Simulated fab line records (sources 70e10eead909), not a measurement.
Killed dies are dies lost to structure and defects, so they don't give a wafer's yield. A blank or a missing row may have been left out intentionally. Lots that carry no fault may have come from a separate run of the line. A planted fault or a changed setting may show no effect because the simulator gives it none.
Chamber matching    flow nand-harc    cmp-01 running NHARC_P_M0_CMP_23: 4 sister chambers
The step polishes, t overpolish 20 s, target thk 117.54 nm. 7 wafers are shown with their chamber, then 7 later ones without.

EACH WAFER AND ITS CHAMBER
wafer   chamber  motor-current-A (A)  time-to-endpoint-s (s)
L084.1  2        12.0                 28.2
L085.4  3        12.1                 28.4
L085.6  2        12.2                 29.5
L086.4  0        12.1                 27.2
L086.6  1        11.0                 27.8
L087.1  0        12.3                 26.0
L087.2  1        11.8                 28.5

WAFERS MISSING THEIR CHAMBER
wafer   motor-current-A (A)  time-to-endpoint-s (s)
L087.3  12.3                 26.8
L096.1  12.7                 30.8
L096.5  11.4                 30.6
L096.6  11.9                 27.7
L097.2  10.9                 28.2
L097.4  12.5                 29.0
L097.6  11.7                 28.9

CHAMBER TAKEN BY EACH
wafer   from the rows above                in truth
L087.3  can't be placed: 0 or 3            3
L096.1  can't be placed: 2 or 3            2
L096.5  can't be placed: 2 or 1 or 3       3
L096.6  can't be placed: 3 or 1 or 2 or 0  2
L097.2  1                                  1
L097.4  can't be placed: 2 or 3            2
L097.6  can't be placed: 2 or 1 or 3       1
Correct placement for 1 of the 7. From these rows, 6 cannot be placed; in 6 the true chamber is one of the candidates. 0 placed wrongly.
How it was worked out, from the rows above alone: a wafer's distance from a chamber is the root of the sum, over the readings, of the square of ((its reading less the chamber's mean) divided by the reading's scatter). The wafer belongs to the nearest chamber; if the next one is less than 2 further off, it can't be placed. For every chamber, the mean is computed from those of its wafers that are shown. The scatter: take each reading less its chamber's mean, square it, sum over the shown wafers, divide by the number of wafers less the number of chambers, and take the root.
